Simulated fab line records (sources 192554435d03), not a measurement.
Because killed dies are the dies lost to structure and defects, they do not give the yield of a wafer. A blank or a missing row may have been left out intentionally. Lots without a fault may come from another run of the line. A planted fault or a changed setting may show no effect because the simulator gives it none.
Lot-split experiment -- flow n5_finfet -- 21 wafers read from 7 lots, route of 1938 steps

== THE SPLIT ==
At N5_WELL_APT_COAT_19 (resist thk 950 nm), the setting spin_rpm was moved away from the recipe's 1357 rpm on 7 of the 21 wafers read, by -10.8% to +9.7%. All remaining wafers had this setting at the recipe value.

The reading comes from the split's own step.

== THE READING ==
coat_of_WELL_APT_COAT_19.thk_nm (the simulator's own value, which no gauge read), in nm, at N5_WELL_APT_COAT_19 (resist thk 950 nm). The file does not state a usual value for it. Across the 14 wafers here that went through the recipe, the average is 950.1 nm and the standard deviation 2 nm.

wafer,"tool, chamber at the split","spin_rpm as run, rpm",against the recipe,"coat_of_WELL_APT_COAT_19.thk_nm, nm",against lot-mates on the recipe
L075.3,"litho_track-03, 0",1489,+9.7%,907.8,-41.6
L075.4,"litho_track-03, 0",1357,recipe,948.7,-
L075.5,"litho_track-03, 0",1357,recipe,950.1,-
L076.2,"litho_track-03, 0",1357,recipe,949,-
L076.3,"litho_track-03, 0",1357,recipe,949,-
L076.6,"litho_track-03, 0",1357,recipe,947.7,-
L085.2,"litho_track-05, 0",1276,-6.0%,981.8,+28.8
L085.3,"litho_track-05, 0",1276,-6.0%,979.1,+26.1
L085.5,"litho_track-05, 0",1357,recipe,953,-
L086.3,"litho_track-05, 0",1357,recipe,949.3,-
L086.4,"litho_track-05, 0",1357,recipe,952,-
L086.6,"litho_track-05, 0",1462,+7.7%,915.7,-34.9
L087.1,"litho_track-05, 0",1357,recipe,951.2,-
L087.2,"litho_track-05, 0",1357,recipe,946.8,-
L087.4,"litho_track-05, 0",1473,+8.5%,911.3,-37.7
L090.2,"litho_track-03, 0",1357,recipe,952.2,-
L090.4,"litho_track-03, 0",1357,recipe,947.6,-
L090.5,"litho_track-03, 0",1210,-10.8%,1008,+58.1
L096.1,"litho_track-03, 0",1426,+5.1%,927.4,-24.6
L096.2,"litho_track-03, 0",1357,recipe,952.5,-
L096.3,"litho_track-03, 0",1357,recipe,951.6,-

THE FIT
A straight line over all 21 wafers: coat_of_WELL_APT_COAT_19.thk_nm changes by -4.8 nm for each +1% of spin_rpm; r = -0.99; the points scatter about the line by 2.5 nm.
The same after taking each lot's own level away (the mean of its wafers on the recipe; 21 wafers): -4.72 nm for each +1%; r = -0.99; scatter 2.3 nm.
Per that fit: largest spin_rpm move, reading shift of 51 nm.
Measured against the standard deviation above, the lots' own levels, which go from 948.57 to 953.00 nm, span 2.3 times it.
Consequently the slope shifts little with the lot-to-lot level, the two slopes agreeing.
Check: +48.5 nm against its lot-mates is what the line predicts for one of the wafers moved furthest among these (-10.8%) when that wafer is left out of the fit. Against them it came out at +58.1 nm.

== THE FILE'S OWN FIT ==
coat_of_WELL_APT_COAT_19.thk_nm changes by -4.72 nm for each +1% of spin_rpm, r = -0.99.
